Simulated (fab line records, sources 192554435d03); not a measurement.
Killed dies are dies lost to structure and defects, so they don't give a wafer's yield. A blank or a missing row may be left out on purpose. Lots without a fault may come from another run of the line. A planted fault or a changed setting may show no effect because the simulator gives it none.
fab line records | flow n5_finfet
record lots=5 wafers=15 last_day=18
route steps=1938 shown BEOL_M4@1099 BEOL_M5@1112 BEOL_M7@1322 PASSIVATION@1936
lots that met no fault: from a run of the same line without faults
start_h: hours from the record's first day to the start of the lot's first wafer shown | wait_h: hours since the lot's step before | " the same as in the row above | L1.1+2: a row that stands for several wafers | - no value, or no start given | * or withheld: withheld | < > ~ a bound
route shown NAME@n: a module of which the file shows steps, and the number in the route of the first | usual: mean/standard deviation of fault-free wafers | same: alike in all rows | chamber/n: place in a boat | sites: the reading at each site | _std_site: their standard deviation | _edge_site: outer sites' mean less inner sites' | radius_mm: how far each site lies from the wafer's centre | mask NAME#n: copy n | behind: the tool/chamber that last shaped the wafer | hold: why the lot was held/for how many hours/how that ended | device: the transistor (n, p or np) that didn't switch | end of line: the same wafers' tests at the end of the route | a step without rows: its recipe alone | killed: dies lost to structure and defects at the first sort, not the wafer's yield | map: a wafer's dies, x killed, . not, _ none there
set.NAME: the setting as run; set.NAME@STEP: as run at that earlier step | model.NAME: the simulator's own value behind a step, which no gauge read
lots at some steps of the route; a table a step, a row a wafer
services: from which hour (start_h, from the record's first day; less than 0 if before it) a tool's chamber was out of use, for how many hours, and why
## steps
# step N5_BEOL_M4_ANNEAL_95
# recipe temp_c=400 time_s=240 ambient=vacuum
# step N5_BEOL_M4_SPUTTER_96
# recipe material=Cu target_thk_a=45 temp_c=-20 chamber_pressure_pa=0.07 power_w=withheld time_s=8.29
# step N5_BEOL_M4_ECD_50
# recipe material=Cu target_thk_a=3000
# step N5_BEOL_M4_ANNEAL_51
# recipe temp_c=225 time_s=90 ambient=N2
# step N5_BEOL_M4_CMP_52
# recipe stop_on=SiOC t_overpolish_s=6.8 down_force_psi=1 platen_rpm=50 clearing_platen_down_force_psi=1.5 clearing_platen_rpm=50 post_cmp_clean=cu_alkaline target_thk_nm=40 clearing_platen_pad_velocity_m_s=0.99484 pad_velocity_m_s=0.99484
# step N5_BEOL_M4_PRE_CLEAN_60
# recipe gas=NH3/H2 time_s=15 temp_c=* rf_power_w=300
# step N5_BEOL_M4_CO_CAP_55
# recipe material=Co target_thk_a=20 temp_c=200 precursor=CCTBA/H2 pressure_torr=30 time_s=102.1
# step N5_BEOL_M4_PRE_CLEAN_56
# recipe gas=NH3 time_s=15 temp_c=withheld rf_power_w=300
# step N5_BEOL_M4_DEP_57
# recipe material=SiCN target_thk_a=80 temp_c=withheld precursor=3MS/NH3 pressure_torr=3 rf_w=202 time_s=14
# step N5_BEOL_M4_RC_MEAS_101
# usual DIBL_N=36.2/1.6 DIBL_P=36.1/2 IOFF_N=0.16/0.032 IOFF_P=0.22/0.036 ION_N=672/11 ION_P=463/7.5 SS_N=71.4/0.58 SS_P=73.2/0.67 VT_N=250/3.3 VT_P=-250/3.3
# columns lot.wafer tool chamber start_h wait_h DIBL_N[mV/V] DIBL_P[mV/V] IOFF_N[nA/um] IOFF_P[nA/um] ION_N[uA/um] ION_P[uA/um] SS_N[mV/dec] SS_P[mV/dec] VT_N[mV] VT_P[mV]
L981.2 prober-02 0 234.53 0.2 36.8 37.7 0.19 0.24 692 470 72.0 73.8 246 -249
L981.3 " 0 " " 37.0 38.1 0.20 0.26 688 471 72.2 74.4 244 -248
L981.4 " 0 " " 33.3 33.7 0.12 0.17 653 455 71.4 72.2 253 -252
L992.1 prober-02 0 294.82 0.0 34.8 34.8 0.14 0.20 667 461 70.8 72.5 252 -248
L992.5 " 0 " " 36.3 34.7 0.16 0.19 667 459 72.1 73.4 253 -250
L992.6 " 0 " " 35.2 34.6 0.13 0.19 668 463 71.0 73.1 254 -248
L991.1 prober-02 0 305.07 0.0 39.0 37.3 0.18 0.24 677 469 70.9 73.5 249 -248
L991.3 " 0 " " 35.9 33.6 0.13 0.19 650 451 70.3 72.7 251 -251
L991.6 " 0 " " 38.1 35.7 0.16 0.22 671 464 70.6 72.6 248 -248
L990.2 prober-02 0 317.48 0.2 39.6 37.8 0.25 0.23 679 459 73.6 73.9 245 -249
L990.3 " 0 " " 38.6 37.9 0.20 0.24 666 453 72.5 74.0 249 -250
L990.6 " 0 " " 37.0 36.2 0.18 0.20 673 454 72.5 73.8 246 -253
L994.2 prober-02 0 340.00 0.2 36.9 38.3 0.17 0.23 675 469 71.6 73.0 249 -251
L994.3 " 0 " " 34.1 34.9 0.12 0.19 668 464 71.0 72.4 254 -252
L994.4 " 0 " " 34.5 35.5 0.14 0.19 671 463 71.1 72.4 250 -250
# step N5_BEOL_M5_ILD_DEP_00
# recipe material=SiCOH_lowk target_thk_a=1406.4 temp_c=300 precursor=DEMS/porogen pressure_torr=5 rf_w=500 time_s=25.9
# step N5_BEOL_M5_CURE_79
# recipe temp_c=385 time_s=240 ambient=He/Ar material=SiCOH_lowk
# step N5_BEOL_M5_PECVD_70
# recipe material=SiO2 target_thk_a=160 temp_c=400 precursor=TEOS/O2 pressure_torr=5.5 rf_w=450 teos_flow_sccm=53.8 gas=O2 flow_sccm=3000 time_s=18
# step N5_BEOL_M5_HM_DEP_02
# recipe material=TiN target_thk_a=200 temp_c=25 chamber_pressure_pa=0.49996
# step N5_BEOL_M5_COAT_59
# recipe resist=SOC temp_c=250 time_s=60 spin_rpm=1500 resist_thk_nm=60
# step N5_BEOL_M5_COAT_60
# recipe resist=SiARC temp_c=220 time_s=60 spin_rpm=1500 resist_thk_nm=12
# step N5_BEOL_M5_COAT_71
# recipe resist=underlayer temp_c=205 time_s=60 spin_rpm=1500 resist_thk_nm=5
# step N5_BEOL_M5_COAT_05
# recipe resist=CAR-EUV spin_rpm=1500 resist_thk_nm=30
# step N5_BEOL_M5_EBR_07
# recipe solvent=PGMEA ebr_width_mm=1.5
# step N5_BEOL_M5_SOFTBAKE_06
# recipe temp_c=110 time_s=60 resist=CAR-EUV
# step N5_BEOL_M5_EXPOSE_08
# recipe mask_id=M5 na=0.33 source_shape=annular sigma_inner=0.4 sigma_outer=0.8 polarization=unpolarized target_cd_nm=28 dose_mj=35.75
# step N5_BEOL_M5_PEB_09
# recipe peb_temp_c=100 peb_time_s=60 resist=CAR-EUV
# step N5_BEOL_M5_DEVELOP_10
# recipe develop_time_s=30 developer=TMAH resist=CAR-EUV rinse_liquid=surfactant_rinse dry=air_spin dev_temp_c=23
# step N5_BEOL_M5_DESCUM_16
# recipe chemistry=O2 time_s=7 source_power_w=50 bias_power_w=20 pressure_mtorr=20 rf_frequency_hz=2.712e+07 temp_c=40 resist=CAR-EUV o2_flow_sccm=225
# step N5_BEOL_M5_ETCH_72
# recipe chemistry=N2/H2 target=underlayer target_depth_a=65 mask_material=CAR-EUV time_s=5.2 ion_energy_ev=200 pressure_mtorr=30 source_w=840 bias_w=150 n2_flow_sccm=200 h2_flow_sccm=200 ends=cleared
# step N5_BEOL_M5_ETCH_61
# recipe chemistry=CF4 target=SiARC target_depth_a=156 mask_material=CAR-EUV time_s=26 ion_energy_ev=80 pressure_mtorr=40 source_w=545 bias_w=36 Ar_flow_sccm=100 cf4_flow_sccm=100 ends=cleared
# step N5_BEOL_M5_ETCH_62
# recipe chemistry=N2/H2 target=SOC target_depth_a=750 overetch_a=150 mask_material=SiARC temp_c=40 time_s=112.5 ion_energy_ev=200 pressure_mtorr=30 source_w=840 bias_w=150 n2_flow_sccm=200 h2_flow_sccm=200
# step N5_BEOL_M5_STRIP_63
# recipe chemistry=N2/H2 temp_c=40 n2_flow_sccm=200 h2_flow_sccm=200 rf_frequency_hz=6e+07
# step N5_BEOL_M5_STRIP_73
# recipe chemistry=N2/H2 temp_c=40 n2_flow_sccm=200 h2_flow_sccm=200 rf_frequency_hz=6e+07
# step N5_BEOL_M5_STRIP_64
# recipe chemistry=CF4 resist=SiARC power_w=300 bias_power_w=75 pressure_mtorr=50 cf4_flow_sccm=150 rf_frequency_hz=6e+07
# step N5_BEOL_M5_HM_OPEN_17
# recipe chemistry=Cl2/BCl3 target_depth_a=200 overetch_a=60 target=TiN mask_material=SOC ion_energy_ev=150 pressure_mtorr=10 icp_w=1000 bias_w=126 Cl2_flow_sccm=53.25 bcl3_flow_sccm=21.75 Ar_flow_sccm=25
# step N5_BEOL_M5_STRIP_19
# recipe chemistry=O2 power_w=400 temp_c=40 pressure_mtorr=30 rf_frequency_hz=6e+07 bias_power_w=0 overash_fraction=0.2 o2_flow_sccm=225
# step N5_BEOL_M5_COAT_65
# recipe resist=SOC temp_c=250 time_s=60 spin_rpm=1500 resist_thk_nm=60
# step N5_BEOL_M5_COAT_66
# recipe resist=SiARC temp_c=220 time_s=60 spin_rpm=1500 resist_thk_nm=12
# step N5_BEOL_M7_CVD_78
# recipe material=Co target_thk_a=20 temp_c=withheld precursor=CCTBA/H2 pressure_torr=30 time_s=142.3
# usual chamber_pressure_Torr=30.00/0.065 run_length_s=165.0/0.64
# columns lot.wafer tool chamber start_h wait_h chamber_pressure_Torr run_length_s
L981.2 cvd_co-01 1 268.62 0.0 29.99 165.9
L981.3 " 0 " " 30.08 165.1
L981.4 " 1 " " 29.99 165.6
L992.1 cvd_co-02 1 319.77 0.1 - -
L992.5 " 2 " " - -
L992.6 " 1 " " - -
L991.1 cvd_co-01 1 331.02 0.2 - -
L991.3 " 0 " " - -
L991.6 " 2 " " - -
L990.2 cvd_co-02 0 347.17 0.1 - -
L990.3 " 1 " " - -
L990.6 " 0 " " - -
L994.2 cvd_co-02 1 370.62 0.0 29.87 164.8
L994.3 " 0 " " 30.08 164.4
L994.4 " 1 " " 30.02 164.5
# step N5_PASSIVATION_PROBE_49
# usual defect_limited_yield=91.4/1.3 killed_at_M0_to_M3=34/10 killed_at_M4_up=14/5.6 killed_at_contacts=13/5.9 killed_at_front_end=37/9.9 killed_at_other=3.5/2.8 killed_dies=101/15 killed_on_rim=13/3.9 killed_open=67/12 killed_short=32/6.6 sort_bin_5_function=5.0/0.81 sort_bin_6_memory=3.2/0.66 sort_n_pass=1079/15 sort_yield_pct=91.4/1.3
# same gross_dies=1180 killed_at_back_side=0 sort_bin_4_leakage[%]=0 sort_bin_8_speed[%]=0
# columns lot.wafer tool chamber start_h wait_h defect_limited_yield[%] killed_at_M0_to_M3 killed_at_M4_up killed_at_contacts killed_at_front_end killed_at_other killed_dies killed_on_rim killed_open killed_short sort_bin_5_function[%] sort_bin_6_memory[%] sort_n_pass sort_yield_pct[%]
L981.2 prober-02 - 337.14 0.1 90.8 44 15 10 33 7 109 11 70 37 5.0 3.9 1071 90.8
L981.3 prober-02 - 337.19 0.1 91.1 47 13 6 32 7 105 16 81 24 5.8 2.6 1075 91.1
L981.4 prober-02 - 337.24 0.2 90.7 42 18 12 36 2 110 13 78 31 5.3 3.9 1070 90.7
L992.1 prober-01 - 397.27 0.0 18.1 44 867 13 36 6 966 85 86 25 68.0 13.4 214 18.1
L992.5 prober-01 - 397.47 0.2 18.0 29 889 10 39 1 968 79 57 30 69.6 12.0 212 18.0
L992.6 prober-01 - 397.52 0.3 17.3 38 912 9 14 3 976 88 54 24 69.5 13.0 204 17.3
L991.1 prober-02 - 404.72 0.0 16.1 30 913 8 34 5 990 117 53 32 71.0 12.4 190 16.1
L991.3 prober-02 - 404.82 0.1 16.5 53 899 10 20 3 985 85 72 28 70.7 12.5 195 16.5
L991.6 prober-02 - 404.97 0.3 17.7 39 886 10 25 11 971 120 53 36 69.0 13.0 209 17.7
L990.2 prober-02 - 418.70 0.6 18.6 30 869 11 49 1 960 115 71 35 68.2 13.1 220 18.6
L990.3 prober-02 - 418.75 0.7 16.8 20 909 22 29 2 982 96 76 21 70.1 13.1 198 16.8
L990.6 prober-02 - 418.90 0.8 16.0 30 905 13 41 2 991 114 87 21 70.1 13.5 189 16.0
L994.2 prober-02 - 438.91 0.1 90.8 47 16 9 35 1 108 15 68 40 5.2 3.6 1072 90.8
L994.3 prober-02 - 438.96 0.1 91.1 41 14 11 37 2 105 12 70 35 5.5 2.8 1075 91.1
L994.4 prober-02 - 439.01 0.2 91.0 38 10 5 49 4 106 12 65 40 5.0 3.3 1074 91.0
# killed by level:class
L981.2 BEOL_M2:geometric_particle:open=15 STI_FIN_REVEAL:geometric_particle:open=12 FIN_SAQP:geometric_particle:short=8 MOL_CONTACT_COAG:geometric_particle:open=7 BEOL_M0_SAQP:geometric_particle:short=7 BEOL_M0_SAQP:geometric_particle:open=6 BEOL_M3:geometric_particle:open=6 BEOL_M8:geometric_particle:open=5
L981.3 BEOL_M0_SAQP:geometric_particle:open=14 BEOL_M2:geometric_particle:open=12 FIN_SAQP:geometric_particle:open=11 BEOL_M0_SAQP:geometric_particle:short=9 STI_FIN_REVEAL:geometric_particle:open=6 MOL_CONTACT_COAG:geometric_particle:open=5 BEOL_M1:geometric_particle:open=5 BEOL_M3:geometric_particle:open=5
L981.4 MOL_CONTACT_COAG:geometric_particle:open=12 STI_FIN_REVEAL:geometric_particle:open=11 BEOL_M0_SAQP:geometric_particle:short=10 BEOL_M0_SAQP:geometric_particle:open=9 DUMMY_GATE:geometric_particle:open=8 BEOL_M4:geometric_particle:open=6 BEOL_M2:geometric_particle:open=6 BEOL_M1:geometric_particle:open=5
L992.1 BEOL_M7:area_cvd=525 BEOL_M7:interface_void_opened=330 MOL_CONTACT_COAG:geometric_particle:open=11 BEOL_M0_SAQP:geometric_particle:open=11 BEOL_M2:geometric_particle:open=11 BEOL_M0_SAQP:geometric_particle:short=10 STI_FIN_REVEAL:geometric_particle:open=9 DUMMY_GATE:geometric_particle:open=9
L992.5 BEOL_M7:area_cvd=538 BEOL_M7:interface_void_opened=343 STI_FIN_REVEAL:geometric_particle:open=9 MOL_CONTACT_COAG:geometric_particle:open=8 BEOL_M0_SAQP:geometric_particle:short=7 BEOL_M0_SAQP:geometric_particle:open=7 FIN_SAQP:geometric_particle:open=5 BEOL_M4:geometric_particle:open=5
L992.6 BEOL_M7:area_cvd=535 BEOL_M7:interface_void_opened=362 BEOL_M0_SAQP:geometric_particle:open=11 BEOL_M3:geometric_particle:open=11 MOL_CONTACT_COAG:geometric_particle:open=7 BEOL_M0_SAQP:geometric_particle:short=7 BEOL_M4:geometric_particle:open=4 STARTING-WAFER:geometric_particle:open=4
L991.1 BEOL_M7:area_cvd=562 BEOL_M7:interface_void_opened=343 FIN_SAQP:geometric_particle:open=7 BEOL_M0_SAQP:geometric_particle:open=7 MOL_CONTACT_COAG:geometric_particle:open=6 SPACER0:geometric_particle:open=5 BEOL_M0_SAQP:geometric_particle:short=5 BEOL_M2:geometric_particle:open=5
L991.3 BEOL_M7:area_cvd=538 BEOL_M7:interface_void_opened=346 BEOL_M0_SAQP:geometric_particle:open=16 BEOL_M0_SAQP:geometric_particle:short=15 MOL_CONTACT_COAG:geometric_particle:open=9 BEOL_M4:geometric_particle:open=9 BEOL_M1:geometric_particle:open=8 DUMMY_GATE:geometric_particle:open=6
L991.6 BEOL_M7:area_cvd=548 BEOL_M7:interface_void_opened=328 MOL_CONTACT_COAG:geometric_particle:open=9 BEOL_M0_SAQP:geometric_particle:short=9 BEOL_M3:geometric_particle:open=8 GATE_CUT:geometric_particle:short=6 BEOL_M2:geometric_particle:open=6 BEOL_M0_SAQP:geometric_particle:open=5
L990.2 BEOL_M7:area_cvd=509 BEOL_M7:interface_void_opened=344 STI_FIN_REVEAL:geometric_particle:open=13 FIN_SAQP:geometric_particle:open=12 BEOL_M3:geometric_particle:open=9 BEOL_M4:geometric_particle:open=8 MOL_CONTACT_COAG:geometric_particle:open=7 FIN_SAQP:geometric_particle:short=6
L990.3 BEOL_M7:area_cvd=530 BEOL_M7:interface_void_opened=354 MOL_CONTACT_COAG:geometric_particle:open=19 BEOL_M4:geometric_particle:open=14 DUMMY_GATE:geometric_particle:open=8 FIN_SAQP:geometric_particle:open=5 STI_FIN_REVEAL:geometric_particle:open=4 BEOL_M0_SAQP:geometric_particle:short=4
L990.6 BEOL_M7:area_cvd=548 BEOL_M7:interface_void_opened=333 STI_FIN_REVEAL:geometric_particle:open=12 MOL_CONTACT_COAG:geometric_particle:open=12 BEOL_M2:geometric_particle:open=12 BEOL_M4:geometric_particle:open=9 BEOL_M3:geometric_particle:open=7 FIN_SAQP:geometric_particle:open=6
L994.2 BEOL_M0_SAQP:geometric_particle:open=21 BEOL_M0_SAQP:geometric_particle:short=15 FIN_SAQP:geometric_particle:short=8 STI_FIN_REVEAL:geometric_particle:open=7 FIN_SAQP:geometric_particle:open=6 MOL_CONTACT_COAG:geometric_particle:open=6 BEOL_M3:geometric_particle:open=4 BEOL_M2:geometric_particle:open=4
L994.3 BEOL_M0_SAQP:geometric_particle:open=16 BEOL_M0_SAQP:geometric_particle:short=13 MOL_CONTACT_COAG:geometric_particle:open=11 GATE_CUT:geometric_particle:short=8 STI_FIN_REVEAL:geometric_particle:open=7 FIN_SAQP:geometric_particle:open=6 BEOL_M2:geometric_particle:open=6 BEOL_M5:geometric_particle:open=6
L994.4 BEOL_M0_SAQP:geometric_particle:short=14 BEOL_M0_SAQP:geometric_particle:open=9 DUMMY_GATE:geometric_particle:open=8 STI_FIN_REVEAL:geometric_particle:open=7 STARTING-WAFER:geometric_particle:short=6 BEOL_M3:geometric_particle:open=6 FIN_SAQP:geometric_particle:open=5 SPACER0:geometric_particle:open=4
# map L990.6 (x killed, . not)
_________________.xxx.x...x..________________
______________xxx.xxxx.xxx..x.x._____________
___________xxx..xxxxxxxx..x.x.xxx..__________
__________x.xxx.x.xxxxxxx..x.xx.x..x_________
________xxxxxx.xxx.xx.xx.xxxx.xx.xxxx._______
_______xxxxxxxxx.xxx.xxxx..xx..xxxx..x.______
______xxxx..xxxx.xxxx.xx.xxx.x..xxx.xxxx_____
_____xxxxxxxxxxxxxxxxxxxxxx.x.xxxxx.xxxx.____
____x.xxxxxxxx.x.xxxxxx.xxx.xx.x..xx.x..xx___
___xxxxx.xx.xxxx.xxxxx..xxxxxxx.x.x.x.xxx..__
___xxxxxxxxxxxxxx.xxxxxx.xx..xx.xxxx.xxxx.x__
__xxxxxxxxxxxxxxxxxxxxxxxx..xxxxxx....x.xx.x_
__xxxxxxxxx.xxx.xxxxxxxxxx.xxxx.xxxx..x.xxxx_
_xxxxxxxxxxxxxxxxxxx.x.xxxx.x.xxx.xxxxxxxx.xx
_xxxxxxxxxxxxxxxx.xxx.xxxxxxx.x.xx.xx..x..x..
_xxxxxxxxxxxxxxxxxxxxxxxxxxxxx.x..xxx..x.x.x.
_xxxxxxxxxxxxxxxxxxxxxxxxxxxxxxxx.xxxxx.x..x.
_xxxxxxxxxxxxxxxx.xxxxx.x.xxxxxx.x.....x.xx.x
_xxxxxxxxxxxxxx.xxxxxxxxxxxxxxxx..x.x.x.xxxx.
_xxxxxxxxxxxxxxxxxxxxxxx.xxxx.xxxxxxxxxxxxx..
_xxxxxxxxxxxxxxxxxxxxxxxxxxx.xxxx.xx..xxxxx..
__xxxxxxxxxxxxxxxx.xxxxxxxxx.x.xxxxx.xxxxx.x_
__xxxxxxxxxxxxxxxxxxxxxxxxxxxxxxxxxxxxxxxx.._
___xxxxxxxxxxxxxxxxxxxxxxxxxxxxxxxxxx.xxxx.__
___xxxxxxxxxxxxxxxxxxxxxx.xxxxxxxxxxxxx.xxx__
____xxxxxxxxxxxxxxxxxxxxxxxxxxxx.xxxx..xx.___
_____xxxxxxxxxxxxxxxxxxxxxxxxxxxx.xx.xx..____
______xxxxxxxxxxxxxxxxxxxxxxx.xxxxxxx.xx_____
_______xxxxxxxxxxxxxxxxxxxxxxxxxx.x...x______
________xxxxxxxxxxxxxxxxxxxxxxxxxx.xxx_______
__________xxxxxxxxxxxxxxxxxxxxxxxxx._________
___________xxxxxxxxxxxxxxxxxxxxx.xx__________
______________xxxxxxxxxxxxxxxxxx_____________
_________________xxxxxxxxxxxx________________
# map L991.1 (x killed, . not)
_________________xxxx.xxxxx.x________________
______________...xxxx..xx.x.xxxx_____________
___________xx.xx.xxx..x.xxx.x..x...__________
__________.xxxxxx.x.x.x..x.xx.x.xxx._________
________xxxxxxx.x...xx.x.xx.xxx..xxxx._______
_______x.xxxxxxxxxxxx..x.xxxxx.x...x.x.______
______xx.xxxx.xx..x.xx.xxx.xxxx..xx.x.x._____
_____xx.xxxxx.xxxxxxx.x...x.xx.xxxxx.....____
____x.xxxxxxxxxxx.xxxxxxx.xx..xx..x.xxx...___
___xxxxxxxxxxxxxxxxxx..xx.xx.x..xxx.x.xxxx.__
___xxxxxxxx.xxxxx.xxxx.xxxx.xxx.xxx.x....xx__
__xxxxxxxxxxxxxxxxxxx.xxxxx.xxxxxxxx.x..x..._
__xxxxxxxxxxxxxxxxxx.xxxxxxxxx.xxxxxx..xx.xx_
_xxxxxxxxxxxxxxxxxxxxxxxx.xxxxxxx......xxxx.x
_xx.xx.xxxxxxxxxxxxxxxxxxxxxx.xxxxxxxxx.x.x.x
_xxxxxxxxxxxxxxxxxxxx.xxxxxxxxx.xxxxxxx......
_xxxxxxxxxxxxxxxxxxxxxxxxxxxxxxxxxxxxxxx.x...
_xxxxxxxxxxxxxxxxxxxxxxxxxxxxxxxxxxxxx.xxxxx.
_xxxxxxxxxxxxxxxxxxxxxxxxxxxxxxxxx..x...xxxxx
_xxxxxxxxxxxxxxxxxxxxxxxxxxxxxxxxx..xxxxxxxx.
_xxxxxxxxxxxxxxxxxxxxxxxxxxxxxx..xxxxxx.xx..x
__xxxxxxxxxxxx.xxxxxxxxxxxxxxxxx.x.xxx...xxx_
__xxxxxxxxxxxxxxxxxxx.xxxxx.xxxxxxxx.x.x.xxx_
___xxxxxxxxxxxxxxxxxxxx.xxxxxxxxxxxxxx.xxx.__
___xxxxxxxxxxxxxxxxxxxxxxxxxxxx.xx.x.xxxx.x__
____xxxxxxxxxxxxxxxxxxxxxxxxxxx.xxxxxxxxxx___
_____xxx.xxxxxxxxxxxxxx.xxxxxx.xxxxxxx.x.____
______xxxxxxxxxxxxxxxxxxxx.xxxxxxxxxxxxx_____
_______xxxxxxxxxxxxxxxx.xxxxxxxxxxxxxxx______
________xxxxxxxxxxxxxxxxxxxxxxxxxxxxxx_______
__________xxxxxxxxxxxxxxxxxx.xxxxxxx_________
___________xxxxxxxxxxxxxxxxxxxxxxxx__________
______________xxx.xxxxxxxx.x.xxx_____________
_________________xxxx.xxxxxxx________________
## services
# columns tool chamber start_h hours kind
cvd_co-01 - 319.27 6.9 pm
cvd_co-01 1 333.33 - clean
cvd_co-01 1 333.33 22.0 scheduled_down
cvd_co-01 1 333.33 22.0 vent_cycle
cvd_co-01 - 349.28 0.4 repair
## key
first_sign step=N5_BEOL_M7_CVD_78 reading=tool_record direction=missing
effect step=N5_PASSIVATION_PROBE_49 reading=killed_at_M4_up direction=up sigmas=99+ usual=14 struck=894
more_kills_born_at N5_BEOL_M7_CVD_78@cvd_co-02=3185 N5_BEOL_M7_CVD_78@cvd_co-01=1648
met_at N5_BEOL_M7_CVD_78
struck_wafers L990.2,L990.3,L990.6,L991.1,L991.3,L991.6,L992.1,L992.5,L992.6
later_rows_left_out L990.2,L990.3,L990.6,L991.1,L991.3,L991.6,L992.1,L992.5,L992.6
onset_between 268.62 319.77
fault kind=skipped_step_whole tool=cvd_co-01,cvd_co-02 chamber=- onset_h=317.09 steps=N5_BEOL_M7_CVD_78 scope=struck_lots_only
# later_rows_left_out: the simulator's readings of these wafers behind a module that went badly wrong aren't trusted and aren't shown, but for the sort
